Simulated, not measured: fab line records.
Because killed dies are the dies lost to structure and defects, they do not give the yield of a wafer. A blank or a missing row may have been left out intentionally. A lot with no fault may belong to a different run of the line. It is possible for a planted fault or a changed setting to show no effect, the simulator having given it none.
The tool behind it: which one? :: flow nandHarc :: 13 lots (39 wafers sampled), 1 step of a 1302-step route

WHAT EACH GAUGE READ, for each wafer
NHARC_A_CHANNEL_HOLE_D1_INSPECT_40. Usual: rawDefectCount 70, standard deviation 28.
lot: L727
measured: day 8 14:37
on: defectInspect-01
rawDefectCount: 89 93 90
flag: 

lot: L728
measured: day 9 00:43
on: defectInspect-01
rawDefectCount: 28 50 19
flag: 

lot: L729
measured: day 9 17:52
on: defectInspect-01
rawDefectCount: 44 59 34
flag: 

lot: L733
measured: day 11 05:22
on: defectInspect-01
rawDefectCount: 75 108 108
flag: 

lot: L734
measured: day 11 19:35
on: defectInspect-02
rawDefectCount: 95 72 104
flag: 

lot: L735
measured: day 12 06:47
on: defectInspect-02
rawDefectCount: 58 86 48
flag: 

lot: L736
measured: day 12 13:23
on: defectInspect-01
rawDefectCount: 38 48 36
flag: 

lot: L737
measured: day 13 04:13
on: defectInspect-02
rawDefectCount: 46 38 43
flag: 

lot: L738
measured: day 13 06:13
on: defectInspect-01
rawDefectCount: 114 116 112
flag: 

lot: L744
measured: day 15 19:59
on: defectInspect-02
rawDefectCount: 106 129 149
flag: 

lot: L747
measured: day 17 07:26
on: defectInspect-02
rawDefectCount: 50 55 71
flag: 

lot: L748
measured: day 17 16:59
on: defectInspect-01
rawDefectCount: 48 48 32
flag: 

lot: L750
measured: day 18 14:46
on: defectInspect-02
rawDefectCount: 51 51 53
flag: 

WHAT TOOL EACH LOT RAN ON (gives the tool, then ch and the chambers of the sampled wafers, and finally the start)
The record shows no process step preceding these readings.

AS READ BY THE TOOLS THEMSELVES (means over the sampled wafers that have a number; for cases with no such wafer, the mark the record gives instead)
The record holds no such reading with a usual standard deviation.

THE ANSWER, worked out from the rows above alone
Rule: lot off if the mean of its wafers having a number is beyond 3 standard deviations from the usual mean. Also off: a lot with no number at a reading for which 4 or more lots have one. Any other lot the step has rows for is counted as sound. First the gauges in route order, then the tools' own readings, where a lot's mean is used as printed above. At the first step where some lot is off, the reading lying furthest off is the one used; lots without a number count as furthest.
Across all readings shown, no lot is off: no conclusion can be drawn from this.

WHAT THE SIMULATOR HAD INSERTED
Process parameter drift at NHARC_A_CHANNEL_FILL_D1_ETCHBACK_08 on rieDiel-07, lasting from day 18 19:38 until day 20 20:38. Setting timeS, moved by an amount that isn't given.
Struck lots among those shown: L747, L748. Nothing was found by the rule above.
